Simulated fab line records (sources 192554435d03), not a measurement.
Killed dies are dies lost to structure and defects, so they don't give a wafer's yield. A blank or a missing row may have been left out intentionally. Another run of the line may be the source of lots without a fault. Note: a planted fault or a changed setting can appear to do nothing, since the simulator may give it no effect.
fab line records	flow n5Finfet
[record] lots = 24	wafers = 72	lastDay = 17
route steps=1938 shown BEOL_M12@1649 BEOL_M13@1689 BEOL_M14@1716
lots that met no fault: taken from a fault-free run of the same line
startH: hours from the record's first day to the start of the lot's first wafer shown	waitH: hours from the lot's prior step to this one	" same as the row above	L1.1+2: a single row standing in for several wafers	- no value, or no start given	* or withheld: withheld	< > ~ a bound
route shown NAME@n: names a module that has steps shown in the file, with the first one's number in the route	usual: mean/standard deviation of fault-free wafers	same: alike in all rows	chamber/n: place in a boat	sites: readings site by site	_std_site: the standard deviation of these	_edge_site: inner sites' mean taken away from outer sites' mean	radiusMm: for every site, how far away it sits from the centre of the wafer	mask NAME#n: copy n	behind: the most recent tool/chamber to have shaped the wafer	hold: cause of the lot's hold/its duration in hours/its outcome	device: names the non-switching transistor (n, p or np)	end of line: the route-end tests of the same wafers	a step given without rows: its recipe and nothing more	killed: at the first sort, the dies lost to defects and structure; wafer yield is something else	map: a wafer's dies, marking killed ones x, the rest . and places with no die _
set.NAME: the run value of the setting; set.NAME@STEP: its run value at that earlier step	model.NAME: the simulator's own value behind a step, which no gauge read
one table for each step of the route and one row for each wafer, over a sample of lots
services: a tool's chamber out of use, with start hour (startH, from the record's first day; less than 0 if before it), hours out, and reason
[[steps]]
[step N5_BEOL_M12_SPUTTER_44]
[recipe] material = Ta	targetThkA = 100	tempC = 50	biasV = 80	powerW = 15000	chamberPressurePa = 0.07	timeS = 16.13
[usual] substrateTempC = 49.99/0.13	throttleValvePct = 30.1/0.68
lot.wafer	tool	chamber	startH	waitH	substrateTempC	throttleValvePct
L074.1	pvdSputter-03	-	222.74	0.0	49.93	31.0
L074.4	"	-	"	"	50.02	29.4
L074.6	"	-	"	"	49.89	30.4
L075.1	pvdSputter-03	-	233.01	0.0	49.88	29.7
L075.2	"	-	"	"	49.91	29.2
L075.4	"	-	"	"	49.90	31.0
L078.1	pvdSputter-01	-	247.06	0.0	49.86	29.8
L078.3	"	-	"	"	50.08	30.5
L078.5	"	-	"	"	49.74	30.1
L077.2	pvdSputter-03	-	248.11	0.0	49.93	29.7
L077.3	"	-	"	"	49.89	30.9
L077.4	"	-	"	"	49.91	30.3
L076.1	pvdSputter-02	-	248.96	0.0	49.88	31.2
L076.3	"	-	"	"	50.07	29.3
L076.5	"	-	"	"	50.03	31.2
L079.1	pvdSputter-03	-	253.13	0.0	49.96	30.4
L079.2	"	-	"	"	50.14	31.1
L079.4	"	-	"	"	50.15	29.7
L080.2	pvdSputter-03	-	260.96	0.0	49.98	30.8
L080.4	"	-	"	"	50.04	28.9
L080.5	"	-	"	"	50.19	30.6
L081.1	pvdSputter-01	-	268.64	0.0	49.86	29.9
L081.5	"	-	"	"	49.99	30.2
L081.6	"	-	"	"	49.78	29.4
L083.2	pvdSputter-03	-	269.20	0.0	50.01	30.4
L083.4	"	-	"	"	49.99	31.1
L083.6	"	-	"	"	49.89	29.5
L082.1	pvdSputter-03	-	276.80	0.0	50.01	29.3
L082.4	"	-	"	"	49.93	30.4
L082.6	"	-	"	"	49.93	30.3
L084.1	pvdSputter-02	-	281.82	0.0	50.12	30.9
L084.2	"	-	"	"	50.09	29.0
L084.3	"	-	"	"	49.85	30.8
L085.2	pvdSputter-03	-	300.47	0.0	50.22	29.6
L085.3	"	-	"	"	50.02	30.2
L085.6	"	-	"	"	50.05	29.6
L087.1	pvdSputter-03	-	309.14	0.0	49.94	29.5
L087.2	"	-	"	"	49.83	29.8
L087.5	"	-	"	"	50.12	30.6
L088.3	pvdSputter-03	-	315.13	0.0	49.95	29.7
L088.4	"	-	"	"	50.25	29.4
L088.6	"	-	"	"	49.99	30.3
L089.1	pvdSputter-03	-	317.40	0.0	49.91	29.6
L089.3	"	-	"	"	50.05	29.5
L089.4	"	-	"	"	50.16	31.3
L086.3	pvdSputter-01	-	318.13	0.0	49.95	29.7
L086.4	"	-	"	"	49.94	29.9
L086.6	"	-	"	"	49.86	29.8
L090.2	pvdSputter-02	-	336.03	0.0	49.90	29.5
L090.5	"	-	"	"	49.98	29.1
L090.6	"	-	"	"	49.81	29.3
L091.1	pvdSputter-01	-	345.77	0.0	50.20	29.7
L091.4	"	-	"	"	49.93	30.9
L091.5	"	-	"	"	50.01	29.9
L093.1	pvdSputter-02	-	349.86	0.0	49.85	31.4
L093.3	"	-	"	"	50.23	29.1
L093.4	"	-	"	"	49.96	30.6
L092.1	pvdSputter-03	-	351.89	0.0	49.95	29.8
L092.2	"	-	"	"	49.94	30.3
L092.5	"	-	"	"	49.86	30.4
L095.1	pvdSputter-01	-	355.62	0.0	49.84	30.0
L095.2	"	-	"	"	49.86	30.5
L095.3	"	-	"	"	49.92	29.9
L094.2	pvdSputter-01	-	357.90	0.0	50.05	30.5
L094.3	"	-	"	"	49.90	30.2
L094.6	"	-	"	"	50.09	30.0
L096.1	pvdSputter-02	-	365.27	0.0	49.88	28.9
L096.4	"	-	"	"	50.12	29.7
L096.5	"	-	"	"	49.96	31.1
L097.2	pvdSputter-02	-	371.69	0.0	50.01	31.1
L097.4	"	-	"	"	49.84	30.4
L097.5	"	-	"	"	49.93	31.3
[step N5_BEOL_M12_THK_MEAS_50]
[recipe] thkMeasGauge = xrf	reads = Cu_of_BEOL_M12_ECD_47
[usual] M12_THK = 317/5.2
lot.wafer	tool	chamber	startH	waitH	M12_THK[nm]
L074.1	filmMetro-02	-	223.67	-	317
L074.4	"	-	"	"	315
L074.6	"	-	"	"	310
L075.1	filmMetro-02	-	234.41	-	318
L075.2	"	-	"	"	317
L075.4	"	-	"	"	307
L078.1	filmMetro-01	-	248.00	-	324
L078.3	"	-	"	"	323
L078.5	"	-	"	"	323
L077.2	filmMetro-02	-	249.04	-	320
L077.3	"	-	"	"	313
L077.4	"	-	"	"	318
L076.1	filmMetro-02	-	249.89	-	314
L076.3	"	-	"	"	311
L076.5	"	-	"	"	315
L079.1	filmMetro-01	-	254.06	-	329
L079.2	"	-	"	"	325
L079.4	"	-	"	"	326
L080.2	filmMetro-01	-	261.89	-	324
L080.4	"	-	"	"	314
L080.5	"	-	"	"	316
L081.1	filmMetro-02	-	269.57	-	325
L081.5	"	-	"	"	320
L081.6	"	-	"	"	328
L083.2	filmMetro-01	-	270.38	-	320
L083.4	"	-	"	"	321
L083.6	"	-	"	"	324
L082.1	filmMetro-01	-	277.73	-	321
L082.4	"	-	"	"	321
L082.6	"	-	"	"	319
L084.1	filmMetro-02	-	282.86	-	311
L084.2	"	-	"	"	314
L084.3	"	-	"	"	318
L085.2	filmMetro-01	-	301.40	-	324
L085.3	"	-	"	"	324
L085.6	"	-	"	"	322
L087.1	filmMetro-01	-	310.09	-	320
L087.2	"	-	"	"	317
L087.5	"	-	"	"	321
L088.3	filmMetro-02	-	316.07	-	322
L088.4	"	-	"	"	322
L088.6	"	-	"	"	323
L089.1	filmMetro-02	-	318.33	-	326
L089.3	"	-	"	"	314
L089.4	"	-	"	"	317
L086.3	filmMetro-01	-	319.21	-	312
L086.4	"	-	"	"	314
L086.6	"	-	"	"	312
L090.2	filmMetro-01	-	336.96	-	325
L090.5	"	-	"	"	315
L090.6	"	-	"	"	313
L091.1	filmMetro-01	-	346.70	-	320
L091.4	"	-	"	"	318
L091.5	"	-	"	"	317
L093.1	filmMetro-02	-	350.79	-	319
L093.3	"	-	"	"	315
L093.4	"	-	"	"	320
L092.1	filmMetro-01	-	352.83	-	318
L092.2	"	-	"	"	323
L092.5	"	-	"	"	310
L095.1	filmMetro-01	-	356.55	-	316
L095.2	"	-	"	"	317
L095.3	"	-	"	"	323
L094.2	filmMetro-02	-	358.84	-	318
L094.3	"	-	"	"	310
L094.6	"	-	"	"	311
L096.1	filmMetro-01	-	366.20	-	311
L096.4	"	-	"	"	317
L096.5	"	-	"	"	314
L097.2	filmMetro-02	-	372.62	-	307
L097.4	"	-	"	"	317
L097.5	"	-	"	"	310
[step N5_BEOL_M12_INSPECT_55]
[recipe] inspectInstrument = darkfield	mode = postDep
[usual] rawDefectCount = 68/20
lot.wafer	tool	chamber	startH	waitH	rawDefectCount
L074.1	defectInspect-01	-	223.82	0.0	80
L074.4	"	-	"	"	76
L074.6	"	-	"	"	68
L075.1	defectInspect-02	-	234.56	0.0	69
L075.2	"	-	"	"	101
L075.4	"	-	"	"	78
L078.1	defectInspect-01	-	248.15	0.0	115
L078.3	"	-	"	"	64
L078.5	"	-	"	"	101
L077.2	defectInspect-01	-	249.19	0.0	96
L077.3	"	-	"	"	46
L077.4	"	-	"	"	76
L076.1	defectInspect-01	-	250.04	0.0	43
L076.3	"	-	"	"	87
L076.5	"	-	"	"	56
L079.1	defectInspect-01	-	254.24	0.0	79
L079.2	"	-	"	"	87
L079.4	"	-	"	"	43
L080.2	defectInspect-01	-	262.04	0.0	91
L080.4	"	-	"	"	97
L080.5	"	-	"	"	103
L081.1	defectInspect-02	-	269.72	0.0	56
L081.5	"	-	"	"	55
L081.6	"	-	"	"	44
L083.2	defectInspect-02	-	270.54	0.0	95
L083.4	"	-	"	"	88
L083.6	"	-	"	"	90
L082.1	defectInspect-02	-	277.88	0.0	92
L082.4	"	-	"	"	90
L082.6	"	-	"	"	105
L084.1	defectInspect-01	-	283.04	0.0	37
L084.2	"	-	"	"	51
L084.3	"	-	"	"	37
L085.2	defectInspect-01	-	301.55	0.0	69
L085.3	"	-	"	"	55
L085.6	"	-	"	"	67
L087.1	defectInspect-02	-	310.24	0.0	70
L087.2	"	-	"	"	48
L087.5	"	-	"	"	73
L088.3	defectInspect-01	-	316.22	0.0	42
L088.4	"	-	"	"	52
L088.6	"	-	"	"	52
L089.1	defectInspect-02	-	318.48	0.0	38
L089.3	"	-	"	"	37
L089.4	"	-	"	"	44
L086.3	defectInspect-01	-	319.36	0.0	53
L086.4	"	-	"	"	60
L086.6	"	-	"	"	50
L090.2	defectInspect-01	-	337.11	0.0	89
L090.5	"	-	"	"	79
L090.6	"	-	"	"	54
L091.1	defectInspect-02	-	346.85	0.0	73
L091.4	"	-	"	"	115
L091.5	"	-	"	"	77
L093.1	defectInspect-01	-	350.94	0.0	80
L093.3	"	-	"	"	48
L093.4	"	-	"	"	58
L092.1	defectInspect-01	-	352.98	0.0	72
L092.2	"	-	"	"	63
L092.5	"	-	"	"	61
L095.1	defectInspect-01	-	356.70	0.0	53
L095.2	"	-	"	"	34
L095.3	"	-	"	"	75
L094.2	defectInspect-02	-	358.99	0.0	56
L094.3	"	-	"	"	80
L094.6	"	-	"	"	80
L096.1	defectInspect-02	-	366.35	0.0	106
L096.4	"	-	"	"	72
L096.5	"	-	"	"	43
L097.2	defectInspect-02	-	372.77	0.0	53
L097.4	"	-	"	"	66
L097.5	"	-	"	"	43
[step N5_BEOL_M13_CD_MEAS_28]
[recipe] targetCdNm = 209.5	landingEnergyEv = 500	detector = seInlens
[usual] cdNm = 209.4/1.2
lot.wafer	tool	chamber	startH	waitH	cdNm
L074.1	cdSem-01	0	225.42	-	212.5
L074.4	"	0	"	"	210.6
L074.6	"	0	"	"	208.8
L075.1	cdSem-01	0	236.26	-	210.1
L075.2	"	0	"	"	211.4
L075.4	"	0	"	"	211.5
L078.1	cdSem-01	0	249.58	-	207.9
L078.3	"	0	"	"	209.1
L078.5	"	0	"	"	208.8
L077.2	cdSem-01	0	250.63	-	208.2
L077.3	"	0	"	"	211.5
L077.4	"	0	"	"	209.8
L076.1	cdSem-01	0	251.48	-	209.4
L076.3	"	0	"	"	208.5
L076.5	"	0	"	"	210.0
L079.1	cdSem-02	0	255.67	-	210.4
L079.2	"	0	"	"	209.8
L079.4	"	0	"	"	211.6
L080.2	cdSem-01	0	263.60	-	209.0
L080.4	"	0	"	"	208.7
L080.5	"	0	"	"	208.6
L081.1	cdSem-01	0	271.16	-	207.2
L081.5	"	0	"	"	209.1
L081.6	"	0	"	"	210.3
L083.2	cdSem-02	0	271.97	-	209.4
L083.4	"	0	"	"	209.9
L083.6	"	0	"	"	207.4
L082.1	cdSem-02	0	279.50	-	209.8
L082.4	"	0	"	"	209.4
L082.6	"	0	"	"	209.8
L084.1	cdSem-01	0	284.73	-	209.1
L084.2	"	0	"	"	209.1
L084.3	"	0	"	"	209.8
L085.2	cdSem-03	0	303.48	-	209.6
L085.3	"	0	"	"	209.4
L085.6	"	0	"	"	208.8
L087.1	cdSem-02	0	311.80	-	208.4
L087.2	"	0	"	"	208.5
L087.5	"	0	"	"	209.8
L088.3	cdSem-02	0	317.78	-	208.7
L088.4	"	0	"	"	210.9
L088.6	"	0	"	"	211.6
L089.1	cdSem-01	0	320.04	-	208.2
L089.3	"	0	"	"	209.7
L089.4	"	0	"	"	208.2
L086.3	cdSem-03	0	321.30	-	211.1
L086.4	"	0	"	"	210.6
L086.6	"	0	"	"	210.9
L090.2	cdSem-01	0	339.35	-	208.5
L090.5	"	0	"	"	210.1
L090.6	"	0	"	"	209.4
L091.1	cdSem-02	0	348.41	-	208.6
L091.4	"	0	"	"	208.1
L091.5	"	0	"	"	209.8
L093.1	cdSem-02	0	352.38	-	208.7
L093.3	"	0	"	"	207.7
L093.4	"	0	"	"	208.0
L092.1	cdSem-01	0	354.54	-	210.0
L092.2	"	0	"	"	209.1
L092.5	"	0	"	"	209.2
L095.1	cdSem-01	0	358.15	-	208.8
L095.2	"	0	"	"	207.1
L095.3	"	0	"	"	208.3
L094.2	cdSem-01	0	360.42	-	208.1
L094.3	"	0	"	"	207.1
L094.6	"	0	"	"	207.3
L096.1	cdSem-03	0	367.91	-	209.9
L096.4	"	0	"	"	210.2
L096.5	"	0	"	"	208.0
L097.2	cdSem-01	0	374.21	-	211.9
L097.4	"	0	"	"	211.7
L097.5	"	0	"	"	210.6
[step N5_BEOL_M13_OVL_MEAS_29]
[recipe] pointsPerWafer = 44
[usual] M13_OVL = 2/5.1
[same] pointsPerWafer = 44
lot.wafer	tool	chamber	startH	waitH	M13_OVL[nm]
L074.1	overlay-01	0	225.45	0.0	-3
L074.4	"	0	"	"	-8
L074.6	"	0	"	"	-1
L075.1	overlay-02	0	236.29	0.0	4
L075.2	"	0	"	"	2
L075.4	"	0	"	"	5
L078.1	overlay-01	0	249.61	0.0	1
L078.3	"	0	"	"	-3
L078.5	"	0	"	"	-1
L077.2	overlay-01	0	250.66	0.0	-3
L077.3	"	0	"	"	5
L077.4	"	0	"	"	5
L076.1	overlay-02	0	251.51	0.0	0
L076.3	"	0	"	"	-1
L076.5	"	0	"	"	-5
L079.1	overlay-02	0	255.71	0.0	1
L079.2	"	0	"	"	11
L079.4	"	0	"	"	-4
L080.2	overlay-01	0	263.63	0.0	-2
L080.4	"	0	"	"	-7
L080.5	"	0	"	"	-1
L081.1	overlay-01	0	271.19	0.0	6
L081.5	"	0	"	"	2
L081.6	"	0	"	"	0
L083.2	overlay-02	0	272.00	0.0	8
L083.4	"	0	"	"	3
L083.6	"	0	"	"	8
L082.1	overlay-01	0	279.53	0.0	0
L082.4	"	0	"	"	5
L082.6	"	0	"	"	2
L084.1	overlay-02	0	284.77	0.0	2
L084.2	"	0	"	"	-3
L084.3	"	0	"	"	0
L085.2	overlay-01	0	303.51	0.0	0
L085.3	"	0	"	"	-3
L085.6	"	0	"	"	-1
L087.1	overlay-01	0	311.83	0.0	3
L087.2	"	0	"	"	0
L087.5	"	0	"	"	0
L088.3	overlay-01	0	317.81	0.0	-3
L088.4	"	0	"	"	2
L088.6	"	0	"	"	1
L089.1	overlay-01	0	320.07	0.0	3
L089.3	"	0	"	"	12
L089.4	"	0	"	"	2
L086.3	overlay-02	0	321.33	0.0	5
L086.4	"	0	"	"	0
L086.6	"	0	"	"	3
L090.2	overlay-02	0	339.38	0.0	5
L090.5	"	0	"	"	12
L090.6	"	0	"	"	10
L091.1	overlay-01	0	348.44	0.0	2
L091.4	"	0	"	"	-4
L091.5	"	0	"	"	-1
L093.1	overlay-01	0	352.41	0.0	4
L093.3	"	0	"	"	1
L093.4	"	0	"	"	3
L092.1	overlay-01	0	354.57	0.0	-5
L092.2	"	0	"	"	2
L092.5	"	0	"	"	-2
L095.1	overlay-02	0	358.18	0.0	11
L095.2	"	0	"	"	11
L095.3	"	0	"	"	4
L094.2	overlay-01	0	360.45	0.0	4
L094.3	"	0	"	"	4
L094.6	"	0	"	"	-1
L096.1	overlay-02	0	367.94	0.0	-10
L096.4	"	0	"	"	6
L096.5	"	0	"	"	-8
L097.2	overlay-02	0	374.24	0.0	3
L097.4	"	0	"	"	6
L097.5	"	0	"	"	-4
[step N5_BEOL_M14_ILD_DEP_00]
[recipe] material = SiO2	targetThkA = 11193	tempC = 400	precursor = TEOS/O2	pressureTorr = 6.5	rfW = 900	teosFlowSccm = 161.4	gas = O2	flowSccm = 2650	timeS = 237.4
[usual] heaterPowerW = 557/85	showerheadPlenumPTorr = 8.350/0.025	throttleValvePct = 19.3/1.1
lot.wafer	tool	chamber	startH	waitH	heaterPowerW	showerheadPlenumPTorr	throttleValvePct
L074.1	pecvd-04	1	229.42	0.0	506	8.303	21.8
L074.4	"	1	"	"	597	8.354	21.8
L074.6	"	0	"	"	501	8.324	18.7
L075.1	pecvd-03	2	239.20	0.0	564	8.365	18.5
L075.2	"	1	"	"	562	8.388	20.1
L075.4	"	2	"	"	583	8.355	18.2
L078.1	pecvd-04	0	255.12	0.0	458	8.329	18.8
L078.3	"	1	"	"	496	8.346	21.6
L078.5	"	1	"	"	580	8.336	21.7
L077.2	pecvd-02	1	255.43	0.0	619	8.348	19.0
L077.3	"	1	"	"	683	8.362	19.2
L077.4	"	2	"	"	397	8.351	17.8
L076.1	pecvd-04	0	256.49	0.0	574	8.317	18.7
L076.3	"	0	"	"	431	8.331	18.6
L076.5	"	1	"	"	515	8.328	21.7
L079.1	pecvd-02	1	260.90	0.0	720	8.389	19.2
L079.2	"	2	"	"	508	8.324	18.1
L079.4	"	0	"	"	492	8.320	19.4
L080.2	pecvd-02	0	266.42	0.0	663	8.357	19.4
L080.4	"	1	"	"	553	8.363	19.5
L080.5	"	0	"	"	501	8.344	19.5
L081.1	pecvd-03	0	274.22	0.0	595	8.426	20.0
L081.5	"	2	"	"	438	8.371	18.4
L081.6	"	0	"	"	663	8.433	20.0
L083.2	pecvd-02	2	276.78	0.0	407	8.333	18.3
L083.4	"	0	"	"	673	8.338	19.4
L083.6	"	1	"	"	644	8.363	19.1
L082.1	pecvd-02	0	283.35	0.0	626	8.337	19.4
L082.4	"	2	"	"	384	8.308	18.2
L082.6	"	0	"	"	664	8.341	19.8
L084.1	pecvd-02	2	289.18	0.0	390	8.326	18.3
L084.2	"	0	"	"	532	8.317	19.3
L084.3	"	1	"	"	688	8.368	19.4
L085.2	pecvd-02	1	310.61	0.0	680	8.361	19.4
L085.3	"	0	"	"	619	8.352	19.7
L085.6	"	0	"	"	650	8.337	19.3
L087.1	pecvd-02	1	314.33	0.0	703	8.368	19.4
L087.2	"	2	"	"	403	8.340	18.5
L087.5	"	1	"	"	558	8.360	19.5
L088.3	pecvd-03	0	321.29	0.0	682	8.429	19.8
L088.4	"	0	"	"	529	8.424	20.0
L088.6	"	1	"	"	574	8.375	19.7
L089.1	pecvd-02	1	328.83	0.0	720	8.366	19.4
L089.3	"	0	"	"	637	8.338	19.2
L089.4	"	2	"	"	528	8.346	18.5
L086.3	pecvd-03	0	328.99	0.0	674	8.376	20.0
L086.4	"	1	"	"	600	8.354	19.7
L086.6	"	0	"	"	528	8.427	20.1
L090.2	pecvd-02	2	343.35	0.0	517	8.326	18.3
L090.5	"	0	"	"	506	8.337	19.5
L090.6	"	2	"	"	388	8.347	18.2
L091.1	pecvd-04	1	352.47	0.0	561	8.351	21.7
L091.4	"	1	"	"	624	8.327	21.6
L091.5	"	0	"	"	564	8.334	19.0
L093.1	pecvd-04	1	354.77	0.0	645	8.345	21.5
L093.3	"	2	"	"	583	8.365	17.1
L093.4	"	0	"	"	430	8.331	18.3
L092.1	pecvd-02	0	357.84	0.0	554	8.370	19.4
L092.2	"	1	"	"	602	8.349	19.4
L092.5	"	2	"	"	468	8.334	18.6
L095.1	pecvd-04	0	360.79	0.0	479	8.323	18.7
L095.2	"	1	"	"	647	8.332	21.7
L095.3	"	2	"	"	673	8.340	17.0
L094.2	pecvd-02	2	373.39	0.0	510	8.337	18.6
L094.3	"	1	"	"	712	8.357	19.2
L094.6	"	2	"	"	388	8.334	18.3
L096.1	pecvd-03	2	378.84	0.0	479	8.362	18.6
L096.4	"	0	"	"	657	8.421	19.9
L096.5	"	1	"	"	477	8.354	20.0
L097.2	pecvd-04	1	379.49	0.0	519	8.349	21.6
L097.4	"	2	"	"	509	8.329	17.1
L097.5	"	1	"	"	583	8.329	21.6
[[services]]
tool	chamber	startH	hours	kind
pecvd-04	2	202.38	-	clean
pecvd-04	2	202.38	-	consumableReplace:showerhead
pecvd-04	2	202.38	29.0	scheduledDown
pecvd-04	2	202.38	29.0	ventCycle
pecvd-03	0	232.59	2.1	scheduledDown
pecvd-04	2	233.64	5.5	scheduledDown
pecvd-02	0	253.03	5.5	scheduledDown
pvdSputter-02	-	288.44	40.3	repair
pecvd-04	-	295.33	1.2	repair
pecvd-03	-	343.35	14.6	pm
pecvd-03	2	363.07	2.1	scheduledDown
pvdSputter-01	-	365.77	7.8	repair
pecvd-03	1	375.52	2.1	scheduledDown
[[key]]
fault none
